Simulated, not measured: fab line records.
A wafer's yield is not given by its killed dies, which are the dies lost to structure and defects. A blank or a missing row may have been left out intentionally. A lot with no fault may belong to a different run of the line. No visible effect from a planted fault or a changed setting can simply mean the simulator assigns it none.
fab line records	flow nand-harc
record lots=12	wafers=36	last-day=33
route steps=1302 shown P_M1@315 P_M2@330 END@1302
lots that met no fault: taken from a fault-free run of the same line
start-h: the number of hours between the record's first day and the start of the first shown wafer of the lot	wait-h: hours elapsed since this lot's preceding step	" as in the row above	L1.1+2: one row covering several wafers at once	- no value, or no start given	* or withheld: withheld	< > ~ a bound
route shown NAME@n: a module of which the file shows steps, and the number in the route of the first	usual: mean/standard deviation of fault-free wafers	same: alike in all rows	chamber/n: place in a boat	sites: per-site readings	_std_site: their standard deviation	_edge_site: mean of outer sites minus mean of inner sites	radius-mm: for every site, how far away it sits from the centre of the wafer	mask NAME#n: copy n	behind: the tool/chamber that last shaped the wafer	hold: what put the lot on hold/how long, in hours/how the hold closed	device: transistor that didn't switch, given as n, p or np	end of line: at the end of the route, the tests of the same wafers	a step given without rows: its recipe and nothing more	killed: the dies lost at the first sort to structure and to defects; this is not the yield of the wafer	map: per-die view of a wafer (x killed, . not killed, _ where there is no die)
set.NAME: the run value of the setting; set.NAME@STEP: its run value at that earlier step	model.NAME: the simulator's own value behind a step, which no gauge read
a sample of lots followed through the steps of the route, with each step as a table and each wafer as a row
services: from which hour (start-h, from the record's first day; less than 0 if before it) a tool's chamber was out of use, for how many hours, and why
## steps
# step NHARC_P_M1_INSPECT_27
# usual raw-defect-count=307/110
lot.wafer	tool	chamber	start-h	wait-h	raw-defect-count
L295.4	defect-inspect-02	-	128.45	0.0	408
L295.5	"	-	"	"	383
L295.6	"	-	"	"	287
L297.1	defect-inspect-02	-	152.46	0.0	307
L297.2	"	-	"	"	265
L297.6	"	-	"	"	354
L298.3	defect-inspect-02	-	156.97	0.0	257
L298.5	"	-	"	"	265
L298.6	"	-	"	"	387
L300.2	defect-inspect-01	-	174.10	0.0	324
L300.4	"	-	"	"	284
L300.5	"	-	"	"	224
L301.1	defect-inspect-02	-	183.70	0.0	317
L301.2	"	-	"	"	296
L301.3	"	-	"	"	287
L305.2	defect-inspect-01	-	227.64	0.0	224
L305.4	"	-	"	"	136
L305.6	"	-	"	"	188
L306.2	defect-inspect-02	-	234.49	0.0	369
L306.5	"	-	"	"	315
L306.6	"	-	"	"	291
L307.1	defect-inspect-02	-	245.98	0.0	486
L307.2	"	-	"	"	463
L307.4	"	-	"	"	567
L311.3	defect-inspect-01	-	286.12	0.0	259
L311.4	"	-	"	"	453
L311.6	"	-	"	"	576
L314.4	defect-inspect-01	-	323.85	0.0	606
L314.5	"	-	"	"	262
L314.6	"	-	"	"	519
L316.1	defect-inspect-01	-	342.27	0.0	391
L316.4	"	-	"	"	163
L316.6	"	-	"	"	157
L318.2	defect-inspect-01	-	354.97	0.0	301
L318.3	"	-	"	"	293
L318.5	"	-	"	"	230
# step NHARC_P_M1_PRE_CLEAN_32
# recipe time-s=12	temp-c=370	rf-power-w=300	gas=NH3
# usual heater-power-w=622/71	rf-fwd-power-W=292.6/0.92
lot.wafer	tool	chamber	start-h	wait-h	heater-power-w	rf-fwd-power-W
L295.4	pecvd-01	1	128.55	0.1	652	291.7
L295.5	"	2	"	"	604	291.3
L295.6	"	0	"	"	582	293.5
L297.2	pecvd-02	2	152.53	0.1	578	292.3
L297.1	"	1	"	"	709	292.5
L297.6	"	1	"	"	684	292.6
L298.3	pecvd-03	1	157.04	0.1	657	291.0
L298.5	"	2	"	"	786	293.6
L298.6	"	0	"	"	506	293.6
L300.2	pecvd-02	2	174.18	0.1	556	292.0
L300.5	"	1	"	"	572	293.5
L300.4	"	0	"	"	646	291.9
L301.3	pecvd-01	1	183.77	0.1	672	293.0
L301.1	"	2	"	"	559	292.2
L301.2	"	0	"	"	597	293.7
L305.2	pecvd-01	1	227.72	0.1	674	294.0
L305.6	"	0	"	"	619	290.5
L305.4	"	1	"	"	667	293.8
L306.2	pecvd-03	0	234.55	0.1	550	294.1
L306.5	"	1	"	"	587	293.6
L306.6	"	2	"	"	809	291.4
L307.2	pecvd-03	0	246.05	0.1	554	293.0
L307.1	"	1	"	"	551	293.2
L307.4	"	0	"	"	556	293.5
L311.3	pecvd-01	2	286.21	0.1	635	291.7
L311.6	"	1	"	"	681	292.7
L311.4	"	2	"	"	644	292.9
L314.5	pecvd-02	1	323.95	0.1	712	293.4
L314.6	"	2	"	"	559	292.0
L314.4	"	0	"	"	626	293.1
L316.1	pecvd-02	0	342.36	0.1	658	293.0
L316.6	"	1	"	"	610	292.9
L316.4	"	2	"	"	559	291.9
L318.2	pecvd-02	1	355.03	0.1	624	293.7
L318.3	"	2	"	"	539	293.5
L318.5	"	1	"	"	626	293.5
# step NHARC_P_M2_INSPECT_11
# usual raw-defect-count=5.0/2.6
lot.wafer	tool	chamber	start-h	wait-h	raw-defect-count
L295.4	defect-inspect-01	-	129.81	0.0	7
L295.5	"	-	"	"	6
L295.6	"	-	"	"	3
L297.1	defect-inspect-01	-	154.14	0.0	4
L297.2	"	-	"	"	2
L297.6	"	-	"	"	3
L298.3	defect-inspect-01	-	158.50	0.0	2
L298.5	"	-	"	"	2
L298.6	"	-	"	"	2
L300.2	defect-inspect-02	-	175.63	0.0	4
L300.4	"	-	"	"	3
L300.5	"	-	"	"	6
L301.1	defect-inspect-02	-	185.22	0.0	10
L301.2	"	-	"	"	12
L301.3	"	-	"	"	7
L305.2	defect-inspect-02	-	229.01	0.0	4
L305.4	"	-	"	"	5
L305.6	"	-	"	"	5
L306.2	defect-inspect-01	-	236.00	0.0	1
L306.5	"	-	"	"	9
L306.6	"	-	"	"	6
L307.1	defect-inspect-02	-	247.50	0.0	5
L307.2	"	-	"	"	12
L307.4	"	-	"	"	7
L311.3	defect-inspect-01	-	287.62	0.0	9
L311.4	"	-	"	"	11
L311.6	"	-	"	"	8
L314.4	defect-inspect-01	-	325.39	0.0	4
L314.5	"	-	"	"	5
L314.6	"	-	"	"	4
L316.1	defect-inspect-01	-	343.79	0.0	3
L316.4	"	-	"	"	3
L316.6	"	-	"	"	3
L318.2	defect-inspect-01	-	356.37	0.0	2
L318.3	"	-	"	"	6
L318.5	"	-	"	"	8
# step NHARC_P_M2_ETCH_15
# recipe target-depth-a=1825	time-s=91.2	c4f8-flow-sccm=withheld	ar-flow-sccm=400	rf-w=600	bias-w=300	chemistry=C4F8/Ar
# usual bias-w=300.1/0.85	chamber-pressure-mTorr=25.000/0.021	oes-product-au=0.933/0.023	rf-fwd-power-W=595.0/2.2	rf-vpp-V=441.5/2.8
lot.wafer	tool	chamber	start-h	wait-h	bias-w	chamber-pressure-mTorr	oes-product-au	rf-fwd-power-W	rf-hours-counter-h	rf-vpp-V
L295.4	rie-diel-02	2	130.06	-	300.8	25.011	0.918	591.6	4.6	443.2
L295.6	"	0	"	"	301.4	25.006	0.919	597.8	-	444.6
L295.5	"	1	"	"	299.1	24.980	0.925	593.9	-	439.1
L297.2	rie-diel-08	1	154.37	-	300.2	24.975	0.938	593.9	7.8	446.2
L297.1	"	2	"	"	301.1	24.974	0.930	596.6	8.0	442.1
L297.6	"	1	"	"	299.9	24.964	0.919	589.5	-	445.0
L298.3	rie-diel-02	0	158.76	-	300.3	25.011	0.923	594.8	5.7	445.1
L298.5	"	1	"	"	300.0	25.027	0.915	594.6	-	440.5
L298.6	"	2	"	"	300.6	25.036	0.915	597.1	-	441.7
L300.2	rie-diel-02	3	175.91	-	299.7	24.996	0.915	593.4	6.5	444.0
L300.5	"	0	"	"	299.1	24.997	0.906	595.7	-	445.3
L300.4	"	1	"	"	301.0	24.970	0.923	591.7	-	440.0
L301.2	rie-diel-09	0	185.45	-	299.2	25.022	0.910	596.8	0.9	440.4
L301.1	"	2	"	"	300.7	24.993	0.920	595.0	0.7	440.4
L301.3	"	3	"	"	301.8	25.003	0.916	597.2	0.9	438.0
L305.4	rie-diel-08	0	229.26	-	299.5	24.978	0.983	596.7	1.8	439.0
L305.2	"	1	"	"	300.3	25.004	0.976	594.2	1.7	444.9
L305.6	"	2	"	"	300.9	25.002	0.953	593.1	-	442.2
L306.2	rie-diel-02	1	236.25	-	-	-	-	-	-	-
L306.6	"	3	"	"	-	-	-	-	-	-
L306.5	"	0	"	"	-	-	-	-	-	-
L307.1	rie-diel-08	0	247.73	-	-	-	-	-	-	-
L307.4	"	2	"	"	-	-	-	-	-	-
L307.2	"	3	"	"	-	-	-	-	-	-
L311.3	rie-diel-08	0	287.86	-	299.5	25.014	0.939	595.8	4.8	439.4
L311.4	"	2	"	"	300.1	24.974	0.916	595.6	3.8	442.4
L311.6	"	3	"	"	300.3	25.039	0.930	595.5	-	436.3
L314.4	rie-diel-08	3	325.65	-	299.9	25.004	0.947	597.3	5.9	437.2
L314.5	"	0	"	"	298.4	24.979	0.952	596.4	-	436.9
L314.6	"	1	"	"	299.8	24.959	0.936	594.7	-	445.5
L316.1	rie-diel-08	1	344.03	-	299.9	24.985	0.957	587.4	6.3	445.3
L316.4	"	3	"	"	299.1	24.994	0.985	596.2	7.1	435.3
L316.6	"	1	"	"	300.9	25.008	0.955	591.2	-	445.3
L318.2	rie-diel-02	2	356.62	-	300.2	25.024	0.912	597.2	5.7	443.2
L318.3	"	3	"	"	300.0	24.951	0.925	591.5	7.3	444.8
L318.5	"	0	"	"	300.3	24.982	0.932	593.4	-	444.3
# step NHARC_END_SORT_01
# recipe temp-c=25
# usual defect-limited-yield=91/3	killed-at-array=54/21	killed-at-other=1.0/1.2	killed-at-periphery=3.6/2.6	killed-dies=58/20	killed-open=3.3/1.9	killed-short=2.6/1.5	sort_bin_2_pct=3.1/1.4	sort_bin_3_pct=0.6/0.37	sort_bin_4_pct=4.9/1.6	sort-n-pass=619/20	sort-rim-yield-pct=91/4.3	sort-yield-pct=91/3
# same gross-dies=677	sort_bin_5_pct[%]=0	sort_bin_6_pct[%]=0	sort_bin_7_pct[%]=0	sort_bin_8_pct[%]=0	sort-rim-n-gross=106.00
lot.wafer	tool	chamber	start-h	wait-h	defect-limited-yield[%]	killed-at-array	killed-at-other	killed-at-periphery	killed-dies	killed-open	killed-short	sort_bin_2_pct[%]	sort_bin_3_pct[%]	sort_bin_4_pct[%]	sort-n-pass	sort-rim-yield-pct[%]	sort-yield-pct[%]
L306.2	prober-02	0	660.68	2.8	0	96	0	581	677	4	2	89.8	1.0	9.2	0	0	0
L306.5	prober-02	0	663.05	3.7	0	63	0	614	677	2	3	93.9	1.0	5.0	0	0	0
L306.6	prober-02	0	663.84	4.0	0	77	0	600	677	1	3	92.2	0.7	7.1	0	0	0
L307.1	prober-02	0	687.41	2.5	0	20	0	657	677	3	0	97.8	0.1	2.1	0	0	0
L307.2	prober-02	0	688.22	2.8	0	24	1	652	677	2	3	96.5	0.4	3.1	0	0	0
L307.4	prober-02	0	689.84	3.4	0	22	0	655	677	6	5	97.3	0.1	2.5	0	0	0
# killed by level:class
L306.2 P_M2:area-etch=578 A_CHANNEL_HOLE_D1:chamber-film-flake=36 A_SLIT:chamber-film-flake=35 A_STAIRCASE:chamber-film-flake=12 A_SGD_CUT:chamber-film-flake=3 A_CONTACT:chamber-film-flake=3 P_CONTACT:geometric-particle:open=2 A_ZERO_WELL:chamber-film-flake=2
L306.5 P_M2:area-etch=610 A_CHANNEL_HOLE_D1:chamber-film-flake=28 A_SLIT:chamber-film-flake=20 A_STAIRCASE:chamber-film-flake=6 A_ZERO_WELL:chamber-film-flake=4 A_CHANNEL_FILL_D2:geometric-particle:short=2 P_GATE:chamber-film-flake=2 P_CONTACT:geometric-particle:open=1
L306.6 P_M2:area-etch=591 A_CHANNEL_HOLE_D1:chamber-film-flake=29 A_SLIT:chamber-film-flake=28 A_STAIRCASE:chamber-film-flake=9 P_M2:chamber-film-flake=5 A_CONTACT:chamber-film-flake=3 P_GATE:geometric-particle:short=2 P_GATE:chamber-film-flake=2
L307.1 P_M2:area-etch=654 A_STAIRCASE:chamber-film-flake=4 A_WL_FILL:chamber-film-flake=4 A_CHANNEL_HOLE_D1:chamber-film-flake=3 A_CHANNEL_FILL_D2:chamber-film-flake=3 P_STI:chamber-film-flake=2 P_M0:geometric-particle:open=1 A_WL_FILL:geometric-particle:open=1
L307.2 P_M2:area-etch=644 P_GATE:chamber-film-flake=6 A_CHANNEL_HOLE_D1:chamber-film-flake=6 A_CONTACT:chamber-film-flake=3 P_STI:chamber-film-flake=2 A_CHANNEL_HOLE_D2:chamber-film-flake=2 A_CHANNEL_FILL_D2:chamber-film-flake=2 A_WL_FILL:chamber-film-flake=2
L307.4 P_M2:area-etch=649 A_WL_FILL:chamber-film-flake=5 A_ONON_D2:geometric-particle:short=3 P_GATE:chamber-film-flake=3 A_CHANNEL_HOLE_D1:chamber-film-flake=3 A_SLIT:chamber-film-flake=3 P_CONTACT:geometric-particle:open=2 P_M1:geometric-particle:short=1
## services
tool	chamber	start-h	hours	kind
pecvd-01	-	114.61	2.0	repair
rie-diel-08	0	120.81	-	clean
rie-diel-08	1	120.81	-	clean
rie-diel-08	2	120.81	-	clean
rie-diel-08	3	120.81	-	clean
pecvd-03	-	129.65	0.3	repair
pecvd-01	-	130.06	13.0	pm
pecvd-02	0	137.93	23.4	repair
pecvd-03	2	139.73	6.3	repair
rie-diel-09	-	143.10	9.0	pm
pecvd-03	-	148.44	1.1	repair
rie-diel-02	2	175.33	5.0	repair
pecvd-03	-	185.00	13.0	pm
rie-diel-08	-	190.80	9.0	pm
pecvd-01	2	193.21	11.8	repair
rie-diel-09	-	208.35	5.2	repair
rie-diel-02	-	216.70	9.0	pm
pecvd-02	-	227.11	13.0	pm
rie-diel-08	1	258.04	2.9	repair
rie-diel-02	2	284.47	4.8	repair
rie-diel-02	-	304.69	0.1	repair
pecvd-01	-	311.06	13.0	pm
rie-diel-09	-	320.10	9.0	pm
pecvd-03	-	325.54	0.6	repair
## key
first-sign step=NHARC_P_M2_ETCH_15	reading=tool-record	direction=missing
effect step=NHARC_END_SORT_01	reading=killed-at-periphery	direction=up	sigmas=99+	usual=3.6	struck=626.5
more-kills-born-at NHARC_P_M2_ETCH_15@rie-diel-08=1947	NHARC_P_M2_ETCH_15@rie-diel-02=1775
met-at NHARC_P_M2_ETCH_15
struck-lots L306,L307
later-rows-left-out L306.2,L306.5,L306.6,L307.1,L307.2,L307.4
not-acting-at NHARC_P_M1_INSPECT_27,NHARC_P_M1_PRE_CLEAN_32,NHARC_P_M2_INSPECT_11
onset-between 229.26 236.25
fault kind=skipped-step-whole	tool=rie-diel-02,rie-diel-08	chamber=-	onset-h=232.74	steps=NHARC_P_M2_ETCH_15	scope=struck-lots-only
# later-rows-left-out: the simulator's readings of these wafers behind a module that went badly wrong aren't trusted and aren't shown, but for the sort
